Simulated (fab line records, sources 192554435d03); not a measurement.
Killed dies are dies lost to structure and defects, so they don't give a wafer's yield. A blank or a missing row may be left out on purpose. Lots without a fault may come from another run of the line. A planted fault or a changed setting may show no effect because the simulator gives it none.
Which tool did it? | flow n5_finfet | 9 lots, 27 wafers sampled, at 6 steps of a route of 1938

WHAT THE GAUGES READ, wafer by wafer
N5_BEOL_M2_CD_MEAS_28: target cd 26.2 nm, target cd y 24.1 nm. Usual: cd_nm 26.24 nm, standard deviation 0.24.
lot  | measured     | on        | cd_nm (nm)        | flag
L863 | day 6 16:23  | cd_sem-02 | 25.97 25.73 26.01 |
L864 | day 7 02:40  | cd_sem-01 | 26.26 26.49 26.02 |
L865 | day 7 03:09  | cd_sem-01 | 26.30 26.37 26.41 |
L870 | day 8 21:36  | cd_sem-02 | 25.71 26.05 26.06 |
L869 | day 8 22:07  | cd_sem-02 | 26.48 26.06 26.29 |
L872 | day 8 23:01  | cd_sem-01 | 26.59 26.41 26.44 |
L878 | day 10 08:23 | cd_sem-01 | 27.46 26.86 27.44 | OFF
L880 | day 11 03:23 | cd_sem-03 | 26.32 26.09 25.91 |
L882 | day 11 22:11 | cd_sem-03 | 25.96 26.23 26.28 |

N5_BEOL_M2_OVL_MEAS_29. Usual: V1_OVL -0.3 nm, standard deviation 0.7.
lot  | measured     | on         | V1_OVL (nm)    | flag
L863 | day 6 16:25  | overlay-02 | -0.5 -0.7 -1.4 |
L864 | day 7 02:41  | overlay-02 | 1.1 -1.5 0.1   |
L865 | day 7 03:11  | overlay-02 | -0.2 -0.5 -0.3 |
L870 | day 8 21:38  | overlay-02 | -1.9 0.1 -0.9  |
L869 | day 8 22:09  | overlay-01 | 0.5 -0.3 -0.5  |
L872 | day 8 23:02  | overlay-01 | 0.6 -0.6 -0.3  |
L878 | day 10 08:26 | overlay-02 | -0.6 -0.8 -1.3 |
L880 | day 11 03:25 | overlay-02 | -0.1 0.0 -1.0  |
L882 | day 11 22:13 | overlay-01 | -0.1 -1.1 0.2  |

N5_BEOL_M4_RC_MEAS_101. Usual: DIBL_N 36.6 mV/V, standard deviation 1.1; DIBL_P 36.8 mV/V, standard deviation 1.6; IOFF_N 0.169 nA/um, standard deviation 0.024; IOFF_P 0.206 nA/um, standard deviation 0.028; ION_N 679 uA/um, standard deviation 9.2; ION_P 462 uA/um, standard deviation 7; SS_N 71.6 mV/dec, standard deviation 0.57; SS_P 73.3 mV/dec, standard deviation 0.57; VT_N 248.8 mV, standard deviation 2.4; VT_P -251 mV, standard deviation 3.
lot  | measured     | on        | DIBL_N (mV/V)  | DIBL_P (mV/V)  | IOFF_N (nA/um)    | IOFF_P (nA/um)    | ION_N (uA/um) | ION_P (uA/um) | SS_N (mV/dec)  | SS_P (mV/dec)  | VT_N (mV)         | VT_P (mV)      | flag
L863 | day 9 01:16  | prober-02 | 36.5 36.5 34.9 | 36.2 36.3 33.7 | 0.161 0.161 0.131 | 0.177 0.175 0.148 | 674 688 659   | 462 460 453   | 70.6 71.0 70.3 | 73.1 73.1 72.7 | 248.3 249.3 254.6 | -256 -255 -258 |
L864 | day 9 09:15  | prober-01 | 36.0 36.7 35.0 | 36.4 37.5 34.9 | 0.155 0.184 0.150 | 0.200 0.223 0.181 | 667 683 666   | 450 461 451   | 71.4 72.0 70.9 | 73.4 72.9 73.3 | 250.5 245.8 249.7 | -254 -250 -256 |
L865 | day 9 04:16  | prober-02 | 38.0 35.2 36.1 | 36.6 33.2 34.4 | 0.222 0.158 0.171 | 0.228 0.176 0.189 | 689 684 677   | 460 460 462   | 72.8 71.6 71.7 | 73.8 72.5 73.7 | 244.6 246.5 247.0 | -247 -251 -251 |
L870 | day 10 13:47 | prober-01 | 35.9 34.6 35.4 | 35.2 34.0 35.5 | 0.157 0.146 0.165 | 0.194 0.183 0.200 | 667 668 667   | 455 458 457   | 71.5 71.5 72.4 | 74.3 73.1 73.9 | 252.4 249.2 248.4 | -250 -252 -252 |
L869 | day 10 17:35 | prober-01 | 37.4 38.6 37.8 | 38.7 38.5 38.2 | 0.190 0.212 0.190 | 0.251 0.245 0.239 | 677 680 691   | 464 461 466   | 71.4 72.2 71.9 | 73.9 74.0 74.2 | 244.4 247.3 246.7 | -251 -246 -249 |
L872 | day 11 05:14 | prober-01 | 36.7 35.7 38.2 | 35.7 33.7 38.3 | 0.153 0.143 0.195 | 0.236 0.199 0.275 | 683 683 688   | 475 467 480   | 71.3 71.4 71.7 | 72.6 72.7 73.3 | 246.7 246.6 245.8 | -247 -253 -246 |
L878 | day 12 14:08 | prober-02 | 35.7 34.5 37.8 | 36.9 35.6 39.1 | 0.147 0.123 0.188 | 0.177 0.160 0.206 | 676 658 668   | 460 450 453   | 71.2 70.6 71.7 | 73.3 73.3 73.9 | 253.7 254.6 247.8 | -254 -257 -254 |
L880 | day 13 11:52 | prober-02 | 37.6 38.0 36.0 | 36.6 37.1 34.8 | 0.173 0.187 0.149 | 0.171 0.183 0.158 | 673 680 673   | 447 453 451   | 71.0 72.1 71.1 | 73.9 73.8 73.6 | 248.9 248.6 251.8 | -255 -259 -258 |
L882 | day 13 18:54 | prober-02 | 36.7 35.1 36.9 | 35.8 34.5 36.0 | 0.169 0.149 0.172 | 0.236 0.217 0.234 | 681 677 684   | 468 469 468   | 71.6 71.0 72.2 | 72.7 73.1 72.9 | 248.6 249.2 246.8 | -248 -249 -248 |

WHICH TOOL RAN EACH LOT (tool, then ch and the chambers of the sampled wafers, then the start)
lot  | N5_BEOL_M1_PRE_CLEAN_60         | N5_BEOL_M2_EXPOSE_25              | N5_BEOL_M2_ETCH_77
L863 | cvd_co-01 ch 0,2, day 6 13:14   | euv_scanner-01 ch 0, day 6 16:14  | rie_diel-04 ch 0,3, day 6 16:53
L864 | cvd_co-01 ch 0,2, day 6 22:56   | euv_scanner-01 ch 0, day 7 02:31  | rie_diel-04 ch 1,2, day 7 02:49
L865 | cvd_co-02 ch 0,1,2, day 7 00:46 | euv_scanner-01 ch 0, day 7 03:01  | rie_diel-04 ch 0,1,2, day 7 03:28
L870 | cvd_co-02 ch 1,2, day 8 17:07   | euv_scanner-01 ch 0, day 8 21:27  | rie_diel-01 ch 0,2,3, day 8 21:55
L869 | cvd_co-01 ch 0,1,2, day 8 17:43 | euv_scanner-02 ch 0, day 8 21:59  | rie_diel-03 ch 0,1, day 8 22:24
L872 | cvd_co-02 ch 0,2, day 8 20:01   | euv_scanner-01 ch 0, day 8 22:52  | rie_diel-04 ch 0,1, day 8 23:10
L878 | cvd_co-01 ch 0,1, day 10 05:58  | euv_scanner-01 ch 0, day 10 08:16 | rie_diel-01 ch 0,2, day 10 08:33
L880 | cvd_co-02 ch 0,2, day 11 01:16  | euv_scanner-02 ch 0, day 11 03:15 | rie_diel-04 ch 0,2,3, day 11 03:32
L882 | cvd_co-02 ch 0,1, day 11 19:09  | euv_scanner-02 ch 0, day 11 22:03 | rie_diel-03 ch 0,1,3, day 11 22:20
- N5_BEOL_M1_PRE_CLEAN_60: time 15 s.
- N5_BEOL_M2_EXPOSE_25: exposes mask V1, defocus 5 nm.
- N5_BEOL_M2_ETCH_77: etches underlayer in N2/H2, target depth 6.5 nm, time 5.2 s.

WHAT THE TOOLS THEMSELVES READ (means of the sampled wafers that have a number; where no wafer has one, the mark that the record gives instead)
N5_BEOL_M1_PRE_CLEAN_60. Usual: heater_power_w 78 W, standard deviation 22.
lot  | tool      | heater_power_w (W) | flag
L863 | cvd_co-01 | 78                 |
L864 | cvd_co-01 | 81                 |
L865 | cvd_co-02 | 77                 |
L870 | cvd_co-02 | 62                 |
L869 | cvd_co-01 | 75                 |
L872 | cvd_co-02 | 91                 |
L878 | cvd_co-01 | 72                 |
L880 | cvd_co-02 | 71                 |
L882 | cvd_co-02 | 97                 |

N5_BEOL_M2_EXPOSE_25. Usual: exposure_dose_mJ_cm2 63.2, standard deviation 0.55; stage_msd_nm 0.827 nm, standard deviation 0.013.
lot  | tool           | exposure_dose_mJ_cm2 | stage_msd_nm (nm) | flag
L863 | euv_scanner-01 | 62.8                 | 0.824             |
L864 | euv_scanner-01 | 62.7                 | 0.825             |
L865 | euv_scanner-01 | 62.8                 | 0.827             |
L870 | euv_scanner-01 | 62.7                 | 0.823             |
L869 | euv_scanner-02 | 63.8                 | 0.843             |
L872 | euv_scanner-01 | 62.8                 | 0.823             |
L878 | euv_scanner-01 | 66.0                 | 0.821             | OFF
L880 | euv_scanner-02 | 63.9                 | 0.819             |
L882 | euv_scanner-02 | 63.8                 | 0.810             |

N5_BEOL_M2_ETCH_77. Usual: drypump_motor_current_A 5.6 A, standard deviation 0.53; etch_rf_on_time_s 5.15 s, standard deviation 0.067; oes_product_au 0.70 a.u., standard deviation 0.076; rf_vpp_V 525 V, standard deviation 3.3; showerhead_plenum_p_Torr 2.58 Torr, standard deviation 0.11; throttle_valve_pct 17.81 %, standard deviation 0.23.
lot  | tool        | drypump_motor_current_A (A) | etch_rf_on_time_s (s) | oes_product_au (a.u.) | rf_vpp_V (V) | showerhead_plenum_p_Torr (Torr) | throttle_valve_pct (%) | flag
L863 | rie_diel-04 | 5.6                         | 5.23                  | 0.71                  | 522          | 2.46                            | 17.82                  |
L864 | rie_diel-04 | 5.4                         | 5.24                  | 0.74                  | 526          | 2.67                            | 17.59                  |
L865 | rie_diel-04 | 5.5                         | 5.20                  | 0.74                  | 525          | 2.59                            | 17.63                  |
L870 | rie_diel-01 | 5.8                         | 5.15                  | 0.74                  | 524          | 2.59                            | 17.73                  |
L869 | rie_diel-03 | 6.1                         | 5.11                  | 0.77                  | 526          | 2.63                            | 17.71                  |
L872 | rie_diel-04 | 5.1                         | 5.17                  | 0.75                  | 525          | 2.63                            | 17.67                  |
L878 | rie_diel-01 | 5.5                         | 5.19                  | 0.73                  | 529          | 2.65                            | 17.69                  |
L880 | rie_diel-04 | 5.9                         | 5.14                  | 0.73                  | 526          | 2.58                            | 17.72                  |
L882 | rie_diel-03 | 5.6                         | 5.12                  | 0.70                  | 524          | 2.59                            | 17.87                  |

THE ANSWER, worked out from the rows above alone
Rule: a lot is off if the mean of its wafers that have a number lies more than 3 standard deviations from the usual mean. A lot without any number at a reading at which 4 lots or more have one is off too. The other lots that the step has rows for count as sound. The gauges are gone through in route order, then the tools' own readings, and for those a lot's mean is taken as printed above. The first step at which some lot is off is used, and at that step the reading that is off furthest; a lot without a number counts as furthest.
Off: L878, at N5_BEOL_M2_CD_MEAS_28 (cd_nm).
A tool fits if, at a process step before that reading, it ran every lot that is off, and no sound lot after the first of them. The gauges at N5_BEOL_M2_CD_MEAS_28 aren't tried: what is off there is off at N5_BEOL_M2_EXPOSE_25 too, on other tools, and a gauge's error can't cause that. Can't be told from this: 2 tools fit, cvd_co-01 at N5_BEOL_M1_PRE_CLEAN_60, euv_scanner-01 at N5_BEOL_M2_EXPOSE_25.

WHAT THE SIMULATOR HAD PUT IN
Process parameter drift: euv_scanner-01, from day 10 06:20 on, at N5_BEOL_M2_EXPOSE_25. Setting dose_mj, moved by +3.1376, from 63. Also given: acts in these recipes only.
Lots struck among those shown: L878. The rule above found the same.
